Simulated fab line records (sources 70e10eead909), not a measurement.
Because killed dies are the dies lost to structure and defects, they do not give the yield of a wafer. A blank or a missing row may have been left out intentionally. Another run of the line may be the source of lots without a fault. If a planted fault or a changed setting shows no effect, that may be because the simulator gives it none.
fab line records ; flow nand-harc
record lots=12; wafers=35; last-day=33
route steps=1302 shown A_STAIRCASE@674 END@1302
lots untouched by any fault: they come from a run of this same line in which no faults occurred
start-h: hours from the record's first day to the start of the lot's first wafer shown ; wait-h: time in hours since the lot's previous step ; " repeats the value in the row above ; L1.1+2: one row covering several wafers at once ; - no value, or no start given ; * or withheld: withheld ; < > ~ a bound
route shown NAME@n: NAME is a module with steps in the file, n the number in the route of the first one ; usual: the fault-free wafers' mean and standard deviation ; same: alike in all rows ; chamber/n: place in a boat ; sites: the reading at each site ; _std_site: how widely they spread, as a standard deviation ; _edge_site: mean of outer sites minus mean of inner sites ; radius-mm: for every site, how far away it sits from the centre of the wafer ; mask NAME#n: copy n ; behind: tool/chamber where the wafer was last shaped ; hold: why the lot went on hold/how many hours it stayed there/how the hold came to an end ; device: names the non-switching transistor (n, p or np) ; end of line: tests run on the same wafers once the route is complete ; step lacking rows: just its recipe ; killed: dies that structure and defects cost at the first sort, which is not the same as the wafer's yield ; map: a wafer's dies, x killed, . not, _ none there
set.NAME: the setting that was run; set.NAME@STEP: the one run at that earlier step ; model.NAME: the simulator's own value behind a step, which no gauge read
one table for each step of the route and one row for each wafer, over a sample of lots
services: from which hour (start-h, from the record's first day; less than 0 if before it) a tool's chamber was out of use, for how many hours, and why
## steps
# step NHARC_A_STAIRCASE_TRIM_18
# recipe time-s=211.2; o2-flow-sccm=500; ar-flow-sccm=0; bias-w=0; chemistry=O2
# usual drypump-motor-current-A=5.8/0.47; oes-product-au=1.003/0.011; rf-vpp-V=57.9/0.97; showerhead-plenum-p-Torr=3.57/0.16; throttle-valve-pct=17.037/0.0093
lot.wafer;tool;chamber;start-h;wait-h;drypump-motor-current-A;oes-product-au;rf-hours-counter-h;rf-vpp-V;showerhead-plenum-p-Torr;throttle-valve-pct
L519.3;rie-diel-09;1;-;-;5.8;1.022;9;58.5;3.80;17.030
L519.4;rie-diel-09;2;-;-;6.2;1.003;9;58.4;3.51;17.014
L519.6;rie-diel-09;2;-;-;6.2;1.008;-;55.7;3.51;17.042
L520.4;rie-diel-06;1;-;-;6.0;0.997;20;58.0;3.60;17.042
L520.3;rie-diel-06;2;-;-;5.2;0.991;21;57.8;3.77;17.044
L520.6;rie-diel-06;0;-;-;5.8;0.988;-;56.5;3.55;17.038
L521.2;rie-diel-09;0;-;-;4.9;1.006;18;56.8;3.52;17.032
L521.3;rie-diel-09;1;-;-;5.8;1.010;17;56.5;3.80;17.052
L521.5;rie-diel-09;3;-;-;6.0;1.012;-;57.5;3.28;17.033
L522.4;rie-diel-06;3;-;-;6.5;1.004;23;57.4;3.47;17.052
L522.1;rie-diel-06;0;-;-;5.8;0.997;22;57.7;3.55;17.022
L522.5;rie-diel-06;3;-;-;6.5;1.004;-;58.7;3.47;17.047
L523.2;rie-diel-13;1;-;-;5.3;1.006;18;58.3;3.58;17.063
L523.6;rie-diel-13;0;-;-;5.1;1.000;-;59.5;3.74;17.041
L523.5;rie-diel-13;1;-;-;5.4;0.995;-;57.7;3.58;17.034
L525.3;rie-diel-13;2;-;-;5.1;0.994;24;57.6;3.64;17.028
L525.2;rie-diel-13;0;-;-;5.1;0.987;22;58.9;3.73;17.041
L525.5;rie-diel-13;2;-;-;5.1;1.000;-;58.5;3.64;17.037
L527.1;rie-diel-09;0;-;-;4.9;1.009;42;58.5;3.51;17.034
L527.6;rie-diel-09;2;-;-;6.2;0.985;-;56.9;3.49;17.050
L527.5;rie-diel-09;3;-;-;6.0;0.997;-;56.9;3.27;17.028
L530.3;rie-diel-09;3;-;-;6.0;1.010;53;57.1;3.26;17.019
L530.1;rie-diel-09;1;-;-;5.8;1.017;47;57.5;3.78;17.025
L530.4;rie-diel-09;2;-;-;6.2;1.012;-;57.1;3.49;17.040
L529.2;rie-diel-09;3;-;-;6.0;1.000;54;57.9;3.26;17.038
L529.4;rie-diel-09;1;-;-;5.8;1.006;-;58.4;3.78;17.035
L529.6;rie-diel-09;2;-;-;6.2;0.999;-;59.8;3.49;17.029
L536.1;rie-diel-06;1;-;-;6.0;1.003;17;59.3;3.58;17.040
L536.6;rie-diel-06;3;-;-;6.4;0.996;-;55.8;3.44;17.043
L538.4;rie-diel-06;0;-;-;5.8;1.012;26;57.6;3.52;17.032
L538.6;rie-diel-06;3;-;-;6.4;0.993;-;57.0;3.44;17.033
L538.5;rie-diel-06;0;-;-;5.8;1.017;-;56.3;3.52;17.038
L541.3;rie-diel-13;1;-;-;5.4;0.996;14;58.3;3.55;17.052
L541.4;rie-diel-13;2;-;-;5.1;0.975;19;58.4;3.61;17.026
L541.6;rie-diel-13;3;-;-;6.4;0.995;-;56.9;3.33;17.035
# step NHARC_A_STAIRCASE_ETCH_19
# recipe target-depth-a=1000; time-s=40.5; ion-energy-ev=400; c4f8-flow-sccm=20; o2-flow-sccm=10; ar-flow-sccm=withheld; rf-w=600; bias-w=1000; chemistry=C4F8/O2
# usual oes-product-au=0.945/0.011; rf-vpp-V=897/5.7
lot.wafer;tool;chamber;start-h;wait-h;oes-product-au;rf-hours-counter-h;rf-vpp-V
L519.4;rie-diel-09;2;-;-;0.956;9;895
L519.3;rie-diel-09;3;-;-;0.959;9;886
L519.6;rie-diel-09;1;-;-;0.968;-;907
L520.4;rie-diel-06;0;-;-;0.940;20;896
L520.3;rie-diel-06;1;-;-;0.943;20;900
L520.6;rie-diel-06;0;-;-;0.929;-;896
L522.4;rie-diel-06;0;-;-;0.932;22;897
L522.1;rie-diel-06;2;-;-;0.937;22;904
L522.5;rie-diel-06;0;-;-;0.931;-;896
L521.2;rie-diel-09;0;-;-;0.944;20;895
L521.3;rie-diel-09;3;-;-;0.938;20;888
L521.5;rie-diel-09;1;-;-;0.956;-;905
L523.2;rie-diel-13;1;-;-;0.947;18;899
L523.5;rie-diel-13;3;-;-;0.926;-;890
L523.6;rie-diel-13;0;-;-;0.921;-;903
L525.2;rie-diel-13;2;-;-;0.940;24;901
L525.3;rie-diel-13;0;-;-;0.941;22;904
L525.5;rie-diel-13;3;-;-;0.929;-;890
L527.1;rie-diel-09;2;-;-;0.930;37;894
L527.5;rie-diel-09;1;-;-;0.954;-;905
L527.6;rie-diel-09;2;-;-;0.930;-;895
L530.1;rie-diel-09;1;-;-;0.953;47;906
L530.3;rie-diel-09;3;-;-;0.947;54;885
L530.4;rie-diel-09;1;-;-;0.954;-;906
L529.2;rie-diel-09;2;-;-;0.941;46;895
L529.4;rie-diel-09;2;-;-;0.954;-;895
L529.6;rie-diel-09;3;-;-;0.955;-;885
L536.1;rie-diel-06;2;-;-;0.946;17;903
L536.6;rie-diel-06;0;-;-;0.945;-;896
L538.4;rie-diel-06;2;-;-;0.952;22;903
L538.5;rie-diel-06;3;-;-;0.946;-;894
L538.6;rie-diel-06;0;-;-;0.958;-;895
L541.3;rie-diel-13;2;-;-;0.936;19;899
L541.4;rie-diel-13;0;-;-;0.932;19;903
L541.6;rie-diel-13;2;-;-;0.937;-;899
# step NHARC_A_STAIRCASE_TRIM_22
# recipe time-s=211.2; o2-flow-sccm=500; ar-flow-sccm=0; bias-w=0; chemistry=O2
# usual drypump-motor-current-A=5.7/0.52; oes-product-au=1.002/0.012; rf-vpp-V=57.8/0.83; showerhead-plenum-p-Torr=3.57/0.16; throttle-valve-pct=17.036/0.0084
lot.wafer;tool;chamber;start-h;wait-h;drypump-motor-current-A;oes-product-au;rf-hours-counter-h;rf-vpp-V;showerhead-plenum-p-Torr;throttle-valve-pct
L519.3;rie-diel-09;2;362.45;-;6.2;0.999;9;57.3;3.51;17.035
L519.4;rie-diel-09;3;362.45;-;6.0;1.005;10;58.4;3.29;17.029
L519.6;rie-diel-09;3;362.45;-;6.0;1.008;-;57.3;3.29;17.037
L520.4;rie-diel-09;3;381.26;-;6.0;1.011;17;57.7;3.28;17.029
L520.3;rie-diel-09;1;381.26;-;5.8;1.015;15;57.7;3.80;17.027
L520.6;rie-diel-09;2;381.26;-;6.2;1.008;-;57.9;3.51;17.056
L522.1;rie-diel-13;1;389.42;-;5.4;0.997;13;57.8;3.58;17.018
L522.4;rie-diel-13;3;389.42;-;6.4;1.004;14;59.6;3.36;17.043
L522.5;rie-diel-13;1;389.42;-;5.4;0.996;-;59.1;3.58;17.043
L521.2;rie-diel-13;2;391.77;-;5.1;1.009;15;57.3;3.65;17.041
L521.3;rie-diel-13;0;391.77;-;5.1;1.002;14;56.6;3.74;17.043
L521.5;rie-diel-13;3;391.77;-;6.4;1.002;-;56.9;3.36;17.033
L523.2;rie-diel-13;1;401.43;-;5.3;0.992;18;58.3;3.58;17.042
L523.6;rie-diel-13;3;401.43;-;6.4;0.997;-;57.4;3.36;17.048
L523.5;rie-diel-13;0;401.43;-;5.0;0.998;-;56.0;3.74;17.044
L525.2;rie-diel-13;0;422.08;-;5.1;0.993;23;57.0;3.73;17.036
L525.3;rie-diel-13;1;422.08;-;5.3;0.998;23;57.2;3.58;17.029
L525.5;rie-diel-13;0;422.08;-;5.1;0.997;-;58.0;3.73;17.039
L527.1;rie-diel-09;3;456.64;-;6.0;0.998;45;56.9;3.27;17.028
L527.6;rie-diel-09;3;456.64;-;6.0;1.001;-;57.8;3.27;17.032
L527.5;rie-diel-09;0;456.64;-;4.9;1.014;-;58.4;3.51;17.027
L530.3;rie-diel-13;3;474.83;-;6.4;1.002;45;57.6;3.35;17.042
L530.1;rie-diel-13;0;474.83;-;5.1;1.003;46;57.4;3.72;17.031
L530.4;rie-diel-13;1;474.83;-;5.4;1.004;44;59.2;3.57;17.033
L529.2;rie-diel-09;3;475.25;-;6.0;1.010;54;57.6;3.26;17.036
L529.4;rie-diel-09;3;475.25;-;6.0;1.009;-;57.3;3.26;17.035
L529.6;rie-diel-09;1;475.25;-;5.8;1.021;-;58.1;3.78;17.045
L536.1;rie-diel-09;1;533.55;-;5.8;0.911;10;58.9;3.77;17.052
L536.6;rie-diel-09;3;533.55;-;6.0;1.008;-;58.9;3.80;17.021
L538.4;rie-diel-09;1;563.63;-;5.8;0.905;20;57.7;3.77;17.050
L538.6;rie-diel-09;3;563.63;-;6.0;1.015;-;58.6;3.80;17.030
L538.5;rie-diel-09;0;563.63;-;4.9;0.982;-;57.6;3.50;17.037
L541.3;rie-diel-13;2;583.80;-;5.1;0.982;19;57.7;3.61;17.032
L541.4;rie-diel-13;3;583.80;-;6.4;0.995;21;56.8;3.33;17.044
L541.6;rie-diel-13;1;583.80;-;5.4;0.993;-;59.1;3.55;17.041
# step NHARC_A_STAIRCASE_ETCH_27
# recipe target-depth-a=1000; time-s=40.5; ion-energy-ev=400; c4f8-flow-sccm=20; o2-flow-sccm=10; ar-flow-sccm=withheld; rf-w=600; bias-w=1000; chemistry=C4F8/O2
# usual oes-product-au=0.948/0.013; rf-vpp-V=898/5.6
lot.wafer;tool;chamber;start-h;wait-h;oes-product-au;rf-hours-counter-h;rf-vpp-V
L519.3;rie-diel-09;1;-;-;0.961;9;905
L519.4;rie-diel-09;0;-;-;0.956;10;897
L519.6;rie-diel-09;2;-;-;0.951;-;895
L520.4;rie-diel-09;0;-;-;0.947;17;897
L520.3;rie-diel-09;1;-;-;0.957;16;905
L520.6;rie-diel-09;0;-;-;0.953;-;895
L522.4;rie-diel-13;1;-;-;0.955;14;898
L522.1;rie-diel-13;2;-;-;0.952;15;899
L522.5;rie-diel-13;1;-;-;0.947;-;898
L521.2;rie-diel-13;1;-;-;0.933;15;900
L521.3;rie-diel-13;2;-;-;0.934;16;901
L521.5;rie-diel-13;1;-;-;0.935;-;897
L523.2;rie-diel-13;3;-;-;0.930;19;890
L523.6;rie-diel-13;3;-;-;0.932;-;891
L523.5;rie-diel-13;0;-;-;0.936;-;902
L525.3;rie-diel-13;3;-;-;0.948;25;890
L525.2;rie-diel-13;2;-;-;0.962;25;900
L525.5;rie-diel-13;3;-;-;0.954;-;889
L527.1;rie-diel-09;3;-;-;0.940;45;888
L527.5;rie-diel-09;2;-;-;0.946;-;895
L527.6;rie-diel-09;3;-;-;0.945;-;887
L530.1;rie-diel-13;2;-;-;0.935;47;900
L530.4;rie-diel-13;3;-;-;0.934;45;889
L530.3;rie-diel-13;0;-;-;0.938;47;904
L529.2;rie-diel-09;1;-;-;0.965;49;906
L529.4;rie-diel-09;2;-;-;0.948;48;895
L529.6;rie-diel-09;3;-;-;0.956;-;885
L536.1;rie-diel-09;1;-;-;0.954;11;903
L536.6;rie-diel-09;0;-;-;0.931;-;896
L538.4;rie-diel-09;2;-;-;0.952;22;893
L538.5;rie-diel-09;0;-;-;0.925;-;894
L538.6;rie-diel-09;1;-;-;0.972;-;904
L541.4;rie-diel-13;0;-;-;0.940;19;903
L541.3;rie-diel-13;1;-;-;0.941;15;898
L541.6;rie-diel-13;1;-;-;0.940;-;896
# step NHARC_END_SORT_01
# recipe temp-c=25
# usual killed-at-array=51/18; killed-at-other=1.0/1.2; killed-at-periphery=3.7/2.9; killed-dies=55/19; killed-open=3.5/1.9; killed-short=2.6/1.6
# same gross-dies=677
lot.wafer;tool;chamber;start-h;wait-h;killed-at-array;killed-at-other;killed-at-periphery;killed-dies;killed-open;killed-short
L519.3;prober-01;0;571.27;3.1;67;2;8;77;6;1
L519.4;prober-01;0;572.07;3.4;54;5;3;62;1;3
L519.6;prober-01;0;573.66;4.0;69;3;4;76;1;4
L522.1;prober-01;0;585.43;2.5;18;3;2;23;4;2
L522.4;prober-01;0;587.81;3.4;26;0;1;27;9;2
L522.5;prober-01;0;588.61;3.7;21;1;2;24;10;1
L521.2;prober-02;0;586.22;2.8;60;2;3;65;4;3
L521.3;prober-02;0;587.02;3.1;64;2;1;67;2;2
L521.5;prober-02;0;588.62;3.7;55;2;0;57;1;2
L520.3;prober-01;0;594.84;3.1;53;0;1;54;4;4
L520.4;prober-01;0;595.64;3.4;51;3;4;58;7;1
L520.6;prober-01;0;597.25;4.0;44;0;2;46;4;2
L523.2;prober-02;0;606.13;2.8;60;0;4;64;5;3
L523.5;prober-02;0;608.56;3.7;53;0;1;54;2;1
L523.6;prober-02;0;609.37;4.0;78;0;3;81;3;4
L525.2;prober-02;0;637.51;2.8;68;0;3;71;3;1
L525.3;prober-02;0;638.31;3.1;68;0;2;70;5;3
L525.5;prober-02;0;639.92;3.7;68;0;1;69;2;1
L527.1;prober-01;0;660.07;2.5;67;1;2;70;4;1
L527.5;prober-01;0;663.25;3.7;64;1;3;68;4;2
L527.6;prober-01;0;664.04;4.0;81;1;2;84;2;4
L530.1;prober-02;0;682.92;2.5;83;0;6;89;4;5
L530.3;prober-02;0;684.50;3.1;74;0;7;81;3;2
L530.4;prober-02;0;685.30;3.4;80;0;6;86;4;2
L529.2;prober-01;0;683.72;2.8;29;0;0;29;6;2
L529.4;prober-01;0;685.36;3.4;26;0;5;31;5;2
L529.6;prober-01;0;686.99;4.1;35;0;3;38;3;3
L536.1;prober-01;0;747.57;2.5;54;1;6;61;5;1
L536.6;prober-01;0;751.57;4.0;51;1;3;55;2;1
L538.4;prober-02;0;779.73;3.4;65;0;4;69;3;4
L538.5;prober-02;0;780.52;3.7;54;1;5;60;2;6
L538.6;prober-02;0;781.32;4.0;53;1;4;58;5;1
L541.3;prober-02;0;796.64;3.1;35;0;1;36;6;6
L541.4;prober-02;0;797.45;3.4;65;1;4;70;6;2
L541.6;prober-02;0;799.06;4.0;53;0;1;54;5;3
# killed by level:class
L519.3 A_CHANNEL_HOLE_D2:chamber-film-flake=28 A_CHANNEL_HOLE_D1:chamber-film-flake=27 P_M1:chamber-film-flake=4 A_WL_FILL:chamber-film-flake=4 A_CHANNEL_FILL_D1:geometric-particle:open=2 A_CONTACT:chamber-film-flake=2 P_CONTACT:geometric-particle:short=1 P_CONTACT:geometric-particle:open=1
L519.4 A_CHANNEL_HOLE_D1:chamber-film-flake=24 A_CHANNEL_HOLE_D2:chamber-film-flake=24 THIN_TSV:chamber-film-flake=3 A_WL_FILL:chamber-film-flake=2 HYBRID_BOND:chamber-film-flake=2 P_M0:geometric-particle:open=1 A_DECK1_JOINT:geometric-particle:short=1 A_CHANNEL_FILL_D2:geometric-particle:short=1
L519.6 A_CHANNEL_HOLE_D2:chamber-film-flake=31 A_CHANNEL_HOLE_D1:chamber-film-flake=29 P_M1:chamber-film-flake=2 A_CHANNEL_FILL_D2:chamber-film-flake=2 A_CONTACT:chamber-film-flake=2 THIN_TSV:chamber-film-flake=2 P_M0:geometric-particle:short=1 A_CHANNEL_FILL_D2:geometric-particle:short=1
L522.1 A_CONTACT:chamber-film-flake=10 THIN_TSV:chamber-film-flake=3 A_CHANNEL_HOLE_D1:chamber-film-flake=2 P_GATE:geometric-particle:short=1 P_M0:geometric-particle:open=1 A_ONON_D2:geometric-particle:short=1 A_CHANNEL_HOLE_D2:geometric-particle:open=1 A_CONTACT:geometric-particle:open=1
L521.2 A_CHANNEL_HOLE_D1:chamber-film-flake=38 A_SLIT:chamber-film-flake=9 A_CONTACT:chamber-film-flake=3 A_CHANNEL_FILL_D2:geometric-particle:open=2 A_STAIRCASE:chamber-film-flake=2 THIN_TSV:chamber-film-flake=2 P_M0:geometric-particle:open=1 A_ONON_D1:geometric-particle:short=1
L521.3 A_CHANNEL_HOLE_D1:chamber-film-flake=31 A_SLIT:chamber-film-flake=19 A_CHANNEL_HOLE_D2:chamber-film-flake=9 THIN_TSV:chamber-film-flake=2 A_CHANNEL_FILL_D1:geometric-particle:short=1 A_ONON_D2:geometric-particle:open=1 A_CHANNEL_FILL_D2:geometric-particle:open=1 A_SGD_CUT:geometric-particle:short=1
L522.4 A_CONTACT:chamber-film-flake=4 A_CHANNEL_HOLE_D1:chamber-film-flake=4 A_BLC:chamber-film-flake=3 A_ONON_D1:geometric-particle:open=2 A_DECK1_JOINT:geometric-particle:open=2 A_ONON_D2:geometric-particle:open=2 A_CHANNEL_HOLE_D2:chamber-film-flake=2 A_STAIRCASE:chamber-film-flake=2
L522.5 A_CONTACT:chamber-film-flake=5 A_CHANNEL_HOLE_D2:chamber-film-flake=3 A_DECK1_JOINT:geometric-particle:open=2 A_CHANNEL_FILL_D2:geometric-particle:open=2 A_CHANNEL_HOLE_D1:chamber-film-flake=2 P_ZERO_WELL:geometric-particle:open=1 P_CONTACT:geometric-particle:open=1 A_CHANNEL_HOLE_D1:geometric-particle:short=1
L521.5 A_CHANNEL_HOLE_D1:chamber-film-flake=35 A_SLIT:chamber-film-flake=12 A_CHANNEL_HOLE_D2:chamber-film-flake=6 A_CHANNEL_FILL_D1:geometric-particle:short=1 STARTING-WAFER:geometric-particle:open=1 STARTING-WAFER:geometric-particle:short=1 A_CONTACT:chamber-film-flake=1
L520.3 A_CHANNEL_HOLE_D1:chamber-film-flake=36 A_CONTACT:chamber-film-flake=5 A_CHANNEL_FILL_D1:geometric-particle:short=2 A_CHANNEL_HOLE_D2:chamber-film-flake=2 P_M0:geometric-particle:open=1 A_CHANNEL_FILL_D2:geometric-particle:short=1 A_STAIRCASE:geometric-particle:short=1 A_WL_FILL:geometric-particle:open=1
L520.4 A_CHANNEL_HOLE_D1:chamber-film-flake=37 A_CHANNEL_HOLE_D2:chamber-film-flake=5 P_CONTACT:geometric-particle:open=2 A_WL_FILL:geometric-particle:open=2 A_STAIRCASE:chamber-film-flake=2 A_CONTACT:chamber-film-flake=2 THIN_TSV:chamber-film-flake=2 P_M2:geometric-particle:open=1
L520.6 A_CHANNEL_HOLE_D1:chamber-film-flake=32 A_CONTACT:chamber-film-flake=5 A_CHANNEL_HOLE_D2:chamber-film-flake=3 P_GATE:geometric-particle:open=1 P_M0:geometric-particle:open=1 A_ONON_D1:geometric-particle:open=1 A_CHANNEL_HOLE_D2:geometric-particle:short=1 A_SGD_CUT:geometric-particle:short=1
L523.2 A_CHANNEL_HOLE_D2:chamber-film-flake=31 A_SLIT:chamber-film-flake=12 A_CHANNEL_HOLE_D1:chamber-film-flake=5 P_M0:geometric-particle:open=2 P_ZERO_WELL:chamber-film-flake=2 A_ZERO_WELL:chamber-film-flake=2 A_ONON_D1:geometric-particle:open=1 A_ONON_D2:geometric-particle:short=1
L523.5 A_CHANNEL_HOLE_D2:chamber-film-flake=34 A_SLIT:chamber-film-flake=10 A_CONTACT:chamber-film-flake=4 A_CHANNEL_FILL_D1:geometric-particle:open=1 A_WL_FILL:geometric-particle:short=1 A_WL_FILL:geometric-particle:open=1 P_GATE:chamber-film-flake=1 A_CHANNEL_HOLE_D1:chamber-film-flake=1
L523.6 A_SLIT:chamber-film-flake=33 A_CHANNEL_HOLE_D2:chamber-film-flake=32 A_CONTACT:chamber-film-flake=5 A_STAIRCASE:chamber-film-flake=2 P_CONTACT:geometric-particle:open=1 P_M0:geometric-particle:open=1 P_M0:geometric-particle:short=1 A_ONON_D1:geometric-particle:short=1
L525.2 A_CHANNEL_HOLE_D1:chamber-film-flake=28 A_SLIT:chamber-film-flake=26 A_CHANNEL_HOLE_D2:chamber-film-flake=5 A_STAIRCASE:chamber-film-flake=2 P_CONTACT:geometric-particle:open=1 A_SOURCE_PLATE:geometric-particle:short=1 A_ONON_D2:geometric-particle:open=1 A_BLC:geometric-particle:open=1
L525.3 A_CHANNEL_HOLE_D1:chamber-film-flake=32 A_CHANNEL_HOLE_D2:chamber-film-flake=9 A_SLIT:chamber-film-flake=8 A_M0:chamber-film-flake=3 A_CHANNEL_FILL_D1:geometric-particle:short=2 A_ZERO_WELL:chamber-film-flake=2 A_DECK1_JOINT:chamber-film-flake=2 A_CONTACT:chamber-film-flake=2
L525.5 A_CHANNEL_HOLE_D1:chamber-film-flake=32 A_SLIT:chamber-film-flake=20 A_CHANNEL_HOLE_D2:chamber-film-flake=6 A_M0:chamber-film-flake=3 A_ZERO_WELL:chamber-film-flake=2 P_GATE:geometric-particle:open=1 A_WL_FILL:geometric-particle:short=1 A_M0:geometric-particle:open=1
L527.1 A_CHANNEL_HOLE_D1:chamber-film-flake=38 A_SLIT:chamber-film-flake=12 A_CHANNEL_FILL_D1:chamber-film-flake=4 A_CONTACT:chamber-film-flake=4 A_CHANNEL_HOLE_D2:chamber-film-flake=2 A_CHANNEL_HOLE_D2:unspecified=2 A_STAIRCASE:chamber-film-flake=2 P_CONTACT:geometric-particle:short=1
L527.5 A_CHANNEL_HOLE_D1:chamber-film-flake=35 A_SLIT:chamber-film-flake=14 A_STAIRCASE:chamber-film-flake=4 A_CHANNEL_HOLE_D2:unspecified=3 A_CHANNEL_FILL_D1:chamber-film-flake=2 P_M0:geometric-particle:open=1 P_M0:geometric-particle:short=1 P_M1:geometric-particle:open=1
L527.6 A_SLIT:chamber-film-flake=33 A_CHANNEL_HOLE_D1:chamber-film-flake=29 A_CONTACT:chamber-film-flake=8 A_CHANNEL_FILL_D1:chamber-film-flake=3 P_M0:geometric-particle:short=1 A_DECK1_JOINT:geometric-particle:short=1 A_CHANNEL_FILL_D2:geometric-particle:short=1 A_SLIT:geometric-particle:open=1
L530.1 A_SLIT:chamber-film-flake=30 A_CHANNEL_HOLE_D1:chamber-film-flake=25 A_CHANNEL_HOLE_D2:chamber-film-flake=11 P_GATE:chamber-film-flake=4 A_CHANNEL_FILL_D2:chamber-film-flake=4 A_STAIRCASE:chamber-film-flake=3 A_DECK1_JOINT:geometric-particle:open=2 A_WL_FILL:geometric-particle:short=2
L529.2 A_CHANNEL_HOLE_D2:chamber-film-flake=6 A_STAIRCASE:chamber-film-flake=6 A_SLIT:chamber-film-flake=5 A_SOURCE_PLATE:geometric-particle:open=2 A_ONON_D2:geometric-particle:short=2 A_CHANNEL_FILL_D1:geometric-particle:open=1 A_CHANNEL_FILL_D2:geometric-particle:open=1 A_BLC:geometric-particle:open=1
L530.3 A_CHANNEL_HOLE_D1:chamber-film-flake=36 A_CHANNEL_HOLE_D2:chamber-film-flake=14 A_SLIT:chamber-film-flake=10 A_CHANNEL_FILL_D2:chamber-film-flake=4 A_STAIRCASE:chamber-film-flake=3 P_ZERO_WELL:chamber-film-flake=2 P_GATE:chamber-film-flake=2 A_CONTACT:chamber-film-flake=2
L530.4 A_SLIT:chamber-film-flake=27 A_CHANNEL_HOLE_D1:chamber-film-flake=26 A_CHANNEL_HOLE_D2:chamber-film-flake=10 P_GATE:chamber-film-flake=4 A_STAIRCASE:chamber-film-flake=3 A_SGD_CUT:chamber-film-flake=3 A_CONTACT:chamber-film-flake=2 A_BONDPAD:chamber-film-flake=2
L529.4 A_STAIRCASE:chamber-film-flake=7 A_CONTACT:chamber-film-flake=6 A_CHANNEL_HOLE_D1:chamber-film-flake=3 A_CHANNEL_HOLE_D2:chamber-film-flake=3 P_M1:geometric-particle:open=2 A_ONON_D1:geometric-particle:short=2 P_GATE:chamber-film-flake=2 A_SLIT:chamber-film-flake=2
L529.6 A_CHANNEL_HOLE_D1:chamber-film-flake=9 A_STAIRCASE:chamber-film-flake=7 A_CHANNEL_HOLE_D2:chamber-film-flake=4 A_SLIT:chamber-film-flake=4 A_DECK1_JOINT:geometric-particle:short=3 P_GATE:chamber-film-flake=2 A_CHANNEL_FILL_D2:chamber-film-flake=2 A_WL_FILL:chamber-film-flake=2
L536.1 A_CHANNEL_HOLE_D1:chamber-film-flake=38 A_CONTACT:chamber-film-flake=5 A_WL_FILL:chamber-film-flake=3 P_M1:chamber-film-flake=2 A_SLIT:chamber-film-flake=2 A_STAIRCASE:chamber-film-flake=2 P_GATE:geometric-particle:short=1 P_CONTACT:geometric-particle:open=1
L536.6 A_CHANNEL_HOLE_D1:chamber-film-flake=34 A_WL_FILL:chamber-film-flake=5 A_CONTACT:chamber-film-flake=5 P_M1:chamber-film-flake=3 A_SLIT:chamber-film-flake=2 A_ONON_D1:geometric-particle:open=1 A_CONTACT:geometric-particle:short=1 A_M0:geometric-particle:open=1
L538.4 A_CHANNEL_HOLE_D2:chamber-film-flake=22 A_SLIT:chamber-film-flake=21 A_CHANNEL_HOLE_D1:chamber-film-flake=8 P_M0:chamber-film-flake=3 A_CHANNEL_FILL_D1:geometric-particle:short=2 A_CONTACT:chamber-film-flake=2 A_M0:chamber-film-flake=2 P_CONTACT:geometric-particle:short=1
L538.5 A_SLIT:chamber-film-flake=36 A_CHANNEL_HOLE_D2:chamber-film-flake=8 P_M0:chamber-film-flake=4 A_CHANNEL_HOLE_D1:chamber-film-flake=3 P_CONTACT:geometric-particle:short=1 A_DECK1_JOINT:geometric-particle:short=1 A_CHANNEL_FILL_D2:geometric-particle:open=1 A_CHANNEL_FILL_D2:geometric-particle:short=1
L538.6 A_CHANNEL_HOLE_D2:chamber-film-flake=29 A_SLIT:chamber-film-flake=9 A_CHANNEL_HOLE_D1:chamber-film-flake=7 P_M0:chamber-film-flake=2 P_GATE:geometric-particle:open=1 P_M0:geometric-particle:open=1 A_CHANNEL_FILL_D1:geometric-particle:open=1 A_ONON_D2:geometric-particle:open=1
L541.3 A_SLIT:chamber-film-flake=11 A_WL_FILL:chamber-film-flake=4 A_CONTACT:chamber-film-flake=4 A_DECK1_JOINT:geometric-particle:short=2 A_CHANNEL_FILL_D2:geometric-particle:open=2 A_BLC:geometric-particle:open=2 A_M0:geometric-particle:open=2 A_CHANNEL_HOLE_D2:chamber-film-flake=2
L541.4 A_CHANNEL_HOLE_D2:chamber-film-flake=29 A_SLIT:chamber-film-flake=23 A_CONTACT:chamber-film-flake=5 A_DECK1_JOINT:chamber-film-flake=2 P_CONTACT:geometric-particle:short=1 P_M0:geometric-particle:open=1 P_M1:geometric-particle:open=1 A_CHANNEL_HOLE_D1:geometric-particle:open=1
L541.6 A_CHANNEL_HOLE_D2:chamber-film-flake=24 A_SLIT:chamber-film-flake=15 A_CHANNEL_HOLE_D1:geometric-particle:open=2 A_WL_FILL:chamber-film-flake=2 A_CONTACT:chamber-film-flake=2 A_SOURCE_PLATE:geometric-particle:short=1 A_DECK1_JOINT:geometric-particle:short=1 A_CHANNEL_FILL_D2:geometric-particle:short=1
## services
tool;chamber;start-h;hours;kind
rie-diel-13;-;343.51;9.0;pm
rie-diel-09;0;353.73;-;clean
rie-diel-09;1;353.73;-;clean
rie-diel-09;2;353.73;-;clean
rie-diel-09;3;353.73;-;clean
rie-diel-09;0;378.94;-;clean
rie-diel-09;1;378.94;-;clean
rie-diel-09;2;378.94;-;clean
rie-diel-09;3;378.94;-;clean
rie-diel-09;2;403.14;7.8;repair
rie-diel-09;0;404.35;-;clean
rie-diel-09;1;404.35;-;clean
rie-diel-09;3;404.35;-;clean
rie-diel-06;3;422.45;7.5;repair
rie-diel-06;-;425.03;0.3;repair
rie-diel-09;2;427.96;6.4;repair
rie-diel-09;0;428.85;-;clean
rie-diel-13;3;438.47;4.7;repair
rie-diel-06;2;442.72;2.9;repair
rie-diel-09;0;459.93;16.0;repair
rie-diel-13;-;478.05;0.4;repair
rie-diel-06;-;484.85;9.0;pm
rie-diel-09;-;497.23;9.0;pm
rie-diel-13;1;534.71;5.6;repair
## key
first-sign step=NHARC_A_STAIRCASE_TRIM_22; reading=oes-product-au; direction=down; sigmas=7.9; usual=1.002; struck=0.908
effect none on later readings
met-at NHARC_A_STAIRCASE_TRIM_22
struck-lots L536,L538
struck-wafers L536.1,L538.4
tester-left-out L536,L538
not-acting-at NHARC_A_STAIRCASE_TRIM_18,NHARC_A_STAIRCASE_ETCH_19,NHARC_A_STAIRCASE_ETCH_27
onset-between 475.25 533.55
fault kind=process-parameter-drift; tool=rie-diel-09; chamber=-; onset-h=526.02; steps=NHARC_A_STAIRCASE_TRIM_22; channel=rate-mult; offset=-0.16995; shape=step; end-h=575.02; scope=struck-wafers-only
# tester-left-out: of these lots the tester's yield and bins aren't shown, on N5 and GAA mostly nor the transistor test; their killed dies are dies lost to structure and defects alone, not to doping, threshold or leakage, so they don't give the yield
